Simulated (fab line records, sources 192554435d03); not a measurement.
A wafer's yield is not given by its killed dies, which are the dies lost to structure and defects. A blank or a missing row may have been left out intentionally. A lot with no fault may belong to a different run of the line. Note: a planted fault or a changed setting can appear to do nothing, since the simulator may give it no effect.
Which tool did it? + flow n5_finfet + Sampling: 24 lots, 72 wafers, 6 of 1938 route steps

WHAT EACH GAUGE READ, for each wafer
N5_BEOL_M3_RS_MEAS_58: uses a four-point probe to measure.
| lot  | measured     | on            | M3_RS (ohm/sq) |
|------|--------------|---------------|----------------|
| L074 | day 7 06:05  | film_metro-01 | 0.76 0.61 0.68 |
| L075 | day 7 14:37  | film_metro-01 | 0.70 0.67 0.64 |
| L076 | day 7 23:38  | film_metro-02 | 0.70 0.71 0.59 |
| L077 | day 8 08:35  | film_metro-01 | 0.66 0.63 0.64 |
| L078 | day 8 11:11  | film_metro-01 | 0.73 0.66 0.71 |
| L079 | day 8 13:16  | film_metro-01 | 0.66 0.63 0.63 |
| L080 | day 9 15:34  | film_metro-01 | 0.61 0.61 0.63 |
| L081 | day 9 16:56  | film_metro-01 | 0.68 0.77 0.70 |
| L083 | day 9 20:17  | film_metro-02 | 0.64 0.65 0.69 |
| L082 | day 10 04:15 | film_metro-02 | 0.76 0.70 0.77 |
| L084 | day 10 15:34 | film_metro-02 | 0.66 0.74 0.68 |
| L085 | day 11 00:00 | film_metro-02 | 0.69 0.72 0.68 |
| L086 | day 11 03:09 | film_metro-01 | 0.79 0.68 0.68 |
| L087 | day 11 03:18 | film_metro-01 | 0.71 0.71 0.66 |
| L088 | day 11 03:53 | film_metro-01 | 0.71 0.73 0.72 |
| L089 | day 11 08:19 | film_metro-02 | 0.62 0.68 0.61 |
| L090 | day 11 11:44 | film_metro-02 | 0.70 0.74 0.64 |
| L091 | day 11 18:13 | film_metro-02 | 0.71 0.65 0.76 |
| L092 | day 12 12:53 | film_metro-01 | 0.70 0.76 0.67 |
| L093 | day 12 13:23 | film_metro-02 | 0.68 0.60 0.67 |
| L094 | day 13 00:14 | film_metro-01 | 0.67 0.61 0.70 |
| L095 | day 13 06:23 | film_metro-02 | 0.67 0.62 0.57 |
| L096 | day 13 06:29 | film_metro-01 | 0.69 0.73 0.70 |
| L097 | day 13 15:11 | film_metro-02 | 0.66 0.66 0.65 |

N5_BEOL_M5_CD_MEAS_11: target cd 27.74 nm.
| lot  | measured     | on        | cd_nm (nm)     |
|------|--------------|-----------|----------------|
| L074 | day 7 21:35  | cd_sem-01 | 28.0 28.2 27.8 |
| L075 | day 8 04:12  | cd_sem-02 | 28.1 27.7 28.0 |
| L076 | day 8 15:41  | cd_sem-02 | 28.2 27.7 28.0 |
| L077 | day 8 23:24  | cd_sem-02 | 28.0 28.2 27.9 |
| L078 | day 8 23:29  | cd_sem-02 | 27.3 27.1 27.8 |
| L079 | day 9 02:34  | cd_sem-02 | 27.6 27.3 27.4 |
| L080 | day 10 01:43 | cd_sem-03 | 27.7 27.9 27.6 |
| L081 | day 10 08:49 | cd_sem-03 | 27.9 27.2 28.0 |
| L083 | day 10 12:25 | cd_sem-03 | 27.3 27.5 27.6 |
| L082 | day 11 00:08 | cd_sem-01 | 28.1 27.8 27.9 |
| L084 | day 11 14:47 | cd_sem-03 | 28.2 28.7 28.8 |
| L085 | day 11 15:01 | cd_sem-01 | 28.2 28.0 27.7 |
| L086 | day 11 17:44 | cd_sem-02 | 28.5 28.0 28.4 |
| L087 | day 11 23:33 | cd_sem-03 | 28.2 28.0 28.0 |
| L088 | day 12 00:22 | cd_sem-03 | 27.5 27.2 28.3 |
| L089 | day 11 23:47 | cd_sem-01 | 28.1 28.1 28.3 |
| L090 | day 12 01:11 | cd_sem-02 | 27.6 27.7 27.8 |
| L091 | day 12 23:17 | cd_sem-01 | 27.9 28.0 28.2 |
| L092 | day 12 23:29 | cd_sem-02 | 28.2 28.4 28.4 |
| L093 | day 13 02:37 | cd_sem-02 | 28.3 28.2 27.9 |
| L094 | day 14 01:43 | cd_sem-03 | 28.4 28.0 28.4 |
| L095 | day 14 01:55 | cd_sem-01 | 28.0 27.9 27.4 |
| L096 | day 14 02:12 | cd_sem-02 | 28.3 28.1 28.2 |
| L097 | day 14 12:10 | cd_sem-01 | 28.3 28.0 28.0 |

TOOL THAT RAN EACH LOT (tool first, then ch and the chambers of the sampled wafers, then the start)
| lot  | N5_BEOL_M3_DEP_57               | N5_BEOL_M4_TRENCH_ETCH_37                     | N5_BEOL_M4_ANNEAL_93         | N5_BEOL_M4_PRE_CLEAN_60          |
|------|---------------------------------|-----------------------------------------------|------------------------------|----------------------------------|
| L074 | pecvd-02 ch 0,2, day 7 06:01    | rie_diel-05 ch 0,1,2, day 7 17:12 or earlier  | pvd_sputter-03, day 7 17:12  | cvd_co-02 ch 1,2, day 7 19:04    |
| L075 | pecvd-01 ch 1,2, day 7 14:33    | rie_diel-01 ch 0,1, day 8 00:17 or earlier    | pvd_sputter-03, day 8 00:17  | cvd_co-01 ch 0,2, day 8 01:28    |
| L076 | pecvd-02 ch 1, day 7 23:33      | rie_diel-03 ch 0,2,3, day 8 10:05 or earlier  | pvd_sputter-03, day 8 10:05  | cvd_co-01 ch 0,2, day 8 11:17    |
| L077 | pecvd-02 ch 1,2, day 8 08:32    | rie_diel-01 ch 0,1,3, day 8 18:58 or earlier  | pvd_sputter-02, day 8 18:58  | cvd_co-01 ch 1,2, day 8 20:09    |
| L078 | pecvd-03 ch 0,1,2, day 8 11:07  | rie_diel-03 ch 0,1,2, day 8 19:07 or earlier  | pvd_sputter-03, day 8 19:07  | cvd_co-01 ch 0,1, day 8 20:18    |
| L079 | pecvd-03 ch 0,2, day 8 13:12    | rie_diel-01 ch 1,2,3, day 8 22:20 or earlier  | pvd_sputter-02, day 8 22:20  | cvd_co-02 ch 0,1,2, day 8 23:31  |
| L080 | pecvd-01 ch 1,2, day 9 15:30    | rie_diel-01 ch 0,3, day 9 21:46 or earlier    | pvd_sputter-03, day 9 21:46  | cvd_co-02 ch 1,2, day 9 22:58    |
| L081 | pecvd-03 ch 0,1, day 9 16:53    | rie_diel-03 ch 0,1, day 10 03:46 or earlier   | pvd_sputter-01, day 10 03:46 | cvd_co-01 ch 0,1, day 10 05:23   |
| L083 | pecvd-03 ch 0,1,2, day 9 20:13  | rie_diel-05 ch 1,2,3, day 10 07:56 or earlier | pvd_sputter-02, day 10 07:56 | cvd_co-02 ch 0,1,2, day 10 09:08 |
| L082 | pecvd-02 ch 0,1, day 10 04:11   | rie_diel-05 ch 0,1,2, day 10 19:26 or earlier | pvd_sputter-02, day 10 19:26 | cvd_co-02 ch 0,2, day 10 20:47   |
| L084 | pecvd-02 ch 1,2, day 10 15:29   | rie_diel-01 ch 0,2, day 11 09:56 or earlier   | pvd_sputter-01, day 11 09:56 | cvd_co-01 ch 0,1,2, day 11 11:08 |
| L085 | pecvd-02 ch 0,1, day 10 23:56   | rie_diel-03 ch 1,3, day 11 10:31 or earlier   | pvd_sputter-02, day 11 10:31 | cvd_co-01 ch 1,2, day 11 11:47   |
| L086 | pecvd-03 ch 0,1, day 11 03:04   | rie_diel-05 ch 0,2,3, day 11 11:46 or earlier | pvd_sputter-01, day 11 11:46 | cvd_co-02 ch 0,1,2, day 11 12:58 |
| L087 | pecvd-02 ch 0,1,2, day 11 03:14 | rie_diel-01 ch 0,1,2, day 11 15:34 or earlier | pvd_sputter-02, day 11 15:34 | cvd_co-01 ch 0,1, day 11 16:46   |
| L088 | pecvd-03 ch 0,1,2, day 11 03:49 | rie_diel-01 ch 1,2, day 11 17:25 or earlier   | pvd_sputter-02, day 11 17:25 | cvd_co-02 ch 0,1, day 11 18:37   |
| L089 | pecvd-02 ch 0,1,2, day 11 08:14 | rie_diel-03 ch 1,2,3, day 11 16:37 or earlier | pvd_sputter-03, day 11 16:37 | cvd_co-02 ch 0,1, day 11 17:47   |
| L090 | pecvd-02 ch 1,2, day 11 11:40   | rie_diel-03 ch 0,1, day 11 21:13 or earlier   | pvd_sputter-01, day 11 21:13 | cvd_co-01 ch 0,2, day 11 22:24   |
| L091 | pecvd-02 ch 1,2, day 11 18:10   | rie_diel-01 ch 0,3, day 12 17:55 or earlier   | pvd_sputter-03, day 12 17:55 | cvd_co-01 ch 0,1, day 12 19:05   |
| L092 | pecvd-01 ch 1,2, day 12 12:50   | rie_diel-01 ch 0,2,3, day 12 18:43 or earlier | pvd_sputter-01, day 12 18:43 | cvd_co-01 ch 0,1,2, day 12 19:55 |
| L093 | pecvd-01 ch 0,1,2, day 12 13:19 | rie_diel-03 ch 0,1,2, day 12 22:23 or earlier | pvd_sputter-01, day 12 22:23 | cvd_co-02 ch 1,2, day 12 23:34   |
| L094 | pecvd-01 ch 0,1, day 13 00:10   | rie_diel-03 ch 0,2,3, day 13 20:50 or earlier | pvd_sputter-01, day 13 20:50 | cvd_co-02 ch 0,2, day 13 22:02   |
| L095 | pecvd-03 ch 1,2, day 13 06:19   | rie_diel-01 ch 0,1,3, day 13 20:58 or earlier | pvd_sputter-03, day 13 20:58 | cvd_co-02 ch 0,1, day 13 22:09   |
| L096 | pecvd-01 ch 1,2, day 13 06:25   | rie_diel-03 ch 1,2,3, day 13 21:09 or earlier | pvd_sputter-02, day 13 21:09 | cvd_co-02 ch 0,2, day 13 23:41   |
| L097 | pecvd-01 ch 1,2, day 13 15:08   | rie_diel-05 ch 1,2,3, day 14 03:40 or earlier | pvd_sputter-03, day 14 03:40 | cvd_co-01 ch 1,2, day 14 04:51   |
- N5_BEOL_M3_DEP_57: deposits SiCN from 3MS/NH3, target thk 8 nm, time 14 s.
- N5_BEOL_M4_TRENCH_ETCH_37: etches SiOC in C4F6/O2, target depth 55.555 nm, time 29.2 s.
- N5_BEOL_M4_ANNEAL_93: time 240 s.
- N5_BEOL_M4_PRE_CLEAN_60: time 15 s.

AS READ BY THE TOOLS THEMSELVES (means over the sampled wafers that have a number; for cases with no such wafer, the mark the record gives instead)
N5_BEOL_M3_DEP_57.
| lot  | tool     | showerhead_plenum_p_Torr (Torr) | throttle_valve_pct (%) |
|------|----------|---------------------------------|------------------------|
| L074 | pecvd-02 | 3.666                           | 8.8                    |
| L075 | pecvd-01 | 3.674                           | 8.4                    |
| L076 | pecvd-02 | 3.655                           | 9.6                    |
| L077 | pecvd-02 | 3.657                           | 9.2                    |
| L078 | pecvd-03 | 3.666                           | 9.2                    |
| L079 | pecvd-03 | 3.659                           | 9.2                    |
| L080 | pecvd-01 | 3.670                           | 8.6                    |
| L081 | pecvd-03 | 3.667                           | 9.3                    |
| L083 | pecvd-03 | 3.670                           | 9.2                    |
| L082 | pecvd-02 | 3.654                           | 9.7                    |
| L084 | pecvd-02 | 3.664                           | 9.4                    |
| L085 | pecvd-02 | 3.651                           | 9.7                    |
| L086 | pecvd-03 | 3.677                           | 9.1                    |
| L087 | pecvd-02 | 3.657                           | 9.2                    |
| L088 | pecvd-03 | 3.670                           | 9.3                    |
| L089 | pecvd-02 | 3.661                           | 9.1                    |
| L090 | pecvd-02 | 3.657                           | 8.9                    |
| L091 | pecvd-02 | 3.664                           | 8.9                    |
| L092 | pecvd-01 | 3.672                           | 8.5                    |
| L093 | pecvd-01 | 3.668                           | 8.9                    |
| L094 | pecvd-01 | 3.662                           | 9.3                    |
| L095 | pecvd-03 | 3.679                           | 9.2                    |
| L096 | pecvd-01 | 3.674                           | 8.8                    |
| L097 | pecvd-01 | 3.680                           | 9.3                    |

N5_BEOL_M4_TRENCH_ETCH_37.
| lot  | tool        | drypump_motor_current_A (A) | oes_product_au (a.u.) | rf_vpp_V (V) | showerhead_plenum_p_Torr (Torr) | throttle_valve_pct (%) |
|------|-------------|-----------------------------|-----------------------|--------------|---------------------------------|------------------------|
| L074 | rie_diel-05 | 5.3                         | 0.78                  | 664          | 2.81                            | 20.77                  |
| L075 | rie_diel-01 | 5.6                         | 0.87                  | 650          | 2.93                            | 21.02                  |
| L076 | rie_diel-03 | 5.6                         | 0.81                  | 680          | 2.92                            | 20.96                  |
| L077 | rie_diel-01 | 5.5                         | 0.79                  | 656          | 2.91                            | 20.95                  |
| L078 | rie_diel-03 | 5.5                         | 0.87                  | 673          | 2.93                            | 20.96                  |
| L079 | rie_diel-01 | 5.5                         | 0.82                  | 657          | 2.95                            | 20.94                  |
| L080 | rie_diel-01 | 5.7                         | 0.87                  | 662          | 2.91                            | 20.85                  |
| L081 | rie_diel-03 | 5.3                         | 0.79                  | 666          | 2.83                            | 21.20                  |
| L083 | rie_diel-05 | 5.9                         | 0.78                  | 675          | 2.77                            | 20.77                  |
| L082 | rie_diel-05 | 5.4                         | 0.75                  | 663          | 2.80                            | 20.81                  |
| L084 | rie_diel-01 | 5.9                         | 0.90                  | 657          | 2.99                            | 20.96                  |
| L085 | rie_diel-03 | 5.2                         | 0.86                  | 682          | 3.01                            | 20.85                  |
| L086 | rie_diel-05 | 5.6                         | 0.79                  | 658          | 2.83                            | 20.72                  |
| L087 | rie_diel-01 | 5.6                         | 0.82                  | 650          | 2.96                            | 21.09                  |
| L088 | rie_diel-01 | 5.6                         | 0.83                  | 650          | 2.99                            | 21.07                  |
| L089 | rie_diel-03 | 5.5                         | 0.84                  | 685          | 3.01                            | 20.81                  |
| L090 | rie_diel-03 | 5.2                         | 0.82                  | 670          | 2.93                            | 21.03                  |
| L091 | rie_diel-01 | 5.7                         | 0.82                  | 662          | 2.89                            | 20.90                  |
| L092 | rie_diel-01 | 5.8                         | 0.84                  | 662          | 2.93                            | 20.89                  |
| L093 | rie_diel-03 | 5.5                         | 0.80                  | 673          | 2.92                            | 21.01                  |
| L094 | rie_diel-03 | 5.6                         | 0.75                  | 679          | 2.90                            | 21.04                  |
| L095 | rie_diel-01 | 5.5                         | 0.84                  | 655          | 2.89                            | 20.87                  |
| L096 | rie_diel-03 | 5.5                         | 0.81                  | 684          | 3.00                            | 20.83                  |
| L097 | rie_diel-05 | 5.9                         | 0.88                  | 675          | 2.76                            | 20.71                  |

N5_BEOL_M4_ANNEAL_93.
| lot  | tool           | heater_power_w (W) | susceptor_temp_C (C) | susceptor_temp_C_max |
|------|----------------|--------------------|----------------------|----------------------|
| L074 | pvd_sputter-03 | 706                | 400.18               | 401.2                |
| L075 | pvd_sputter-03 | 783                | 400.03               | 401.3                |
| L076 | pvd_sputter-03 | 810                | 400.18               | 401.2                |
| L077 | pvd_sputter-02 | 795                | 400.07               | 400.9                |
| L078 | pvd_sputter-03 | 794                | 399.95               | 400.7                |
| L079 | pvd_sputter-02 | 803                | 400.05               | 400.9                |
| L080 | pvd_sputter-03 | 744                | 399.80               | 400.6                |
| L081 | pvd_sputter-01 | 771                | 399.99               | 401.0                |
| L083 | pvd_sputter-02 | 838                | 399.88               | 400.7                |
| L082 | pvd_sputter-02 | 807                | 400.01               | 400.8                |
| L084 | pvd_sputter-01 | 826                | 400.00               | 400.8                |
| L085 | pvd_sputter-02 | 778                | 399.79               | 400.7                |
| L086 | pvd_sputter-01 | 813                | 399.84               | 400.7                |
| L087 | pvd_sputter-02 | 777                | 400.17               | 401.1                |
| L088 | pvd_sputter-02 | 841                | 399.95               | 400.8                |
| L089 | pvd_sputter-03 | 736                | 399.85               | 400.8                |
| L090 | pvd_sputter-01 | 855                | 399.96               | 400.9                |
| L091 | pvd_sputter-03 | 774                | 399.77               | 400.7                |
| L092 | pvd_sputter-01 | 894                | 400.20               | 401.1                |
| L093 | pvd_sputter-01 | 847                | 399.87               | 400.7                |
| L094 | pvd_sputter-01 | 807                | 400.37               | 401.4                |
| L095 | pvd_sputter-03 | 745                | 400.23               | 400.9                |
| L096 | pvd_sputter-02 | 857                | 399.96               | 400.8                |
| L097 | pvd_sputter-03 | 790                | 400.16               | 401.0                |

N5_BEOL_M4_PRE_CLEAN_60.
| lot  | tool      | heater_power_w (W) |
|------|-----------|--------------------|
| L074 | cvd_co-02 | 76                 |
| L075 | cvd_co-01 | 94                 |
| L076 | cvd_co-01 | 98                 |
| L077 | cvd_co-01 | 113                |
| L078 | cvd_co-01 | 119                |
| L079 | cvd_co-02 | 72                 |
| L080 | cvd_co-02 | 76                 |
| L081 | cvd_co-01 | 122                |
| L083 | cvd_co-02 | 73                 |
| L082 | cvd_co-02 | 68                 |
| L084 | cvd_co-01 | 110                |
| L085 | cvd_co-01 | 115                |
| L086 | cvd_co-02 | 72                 |
| L087 | cvd_co-01 | 104                |
| L088 | cvd_co-02 | 70                 |
| L089 | cvd_co-02 | 71                 |
| L090 | cvd_co-01 | 93                 |
| L091 | cvd_co-01 | 117                |
| L092 | cvd_co-01 | 108                |
| L093 | cvd_co-02 | 75                 |
| L094 | cvd_co-02 | 71                 |
| L095 | cvd_co-02 | 74                 |
| L096 | cvd_co-02 | 72                 |
| L097 | cvd_co-01 | 123                |

THE ANSWER, worked out from the rows above alone
Rule: the usual values come from the lots themselves. The widest of any qualifying gaps counts: lots, ordered by their means at a reading, are off when they make up no more than a third of the lots, leave a main group of 4 or more, and stand apart from it by 3 or more times the standard deviation of that group's means. If all means in a main group match to the digits the tables above print for the reading, that group is not used. A lot without any number at a reading at which 4 lots or more have one is off too. Where the step has rows for the other lots, those lots are counted as sound. The gauges are gone through in route order, then the tools' own readings, and for those a lot's mean is taken as printed above. At the first step where some lot is off, the reading lying furthest off is the one used; lots without a number count as furthest.
No lot is off on any of the readings shown, so nothing can be concluded from this.

WHAT THE SIMULATOR HAD INSERTED
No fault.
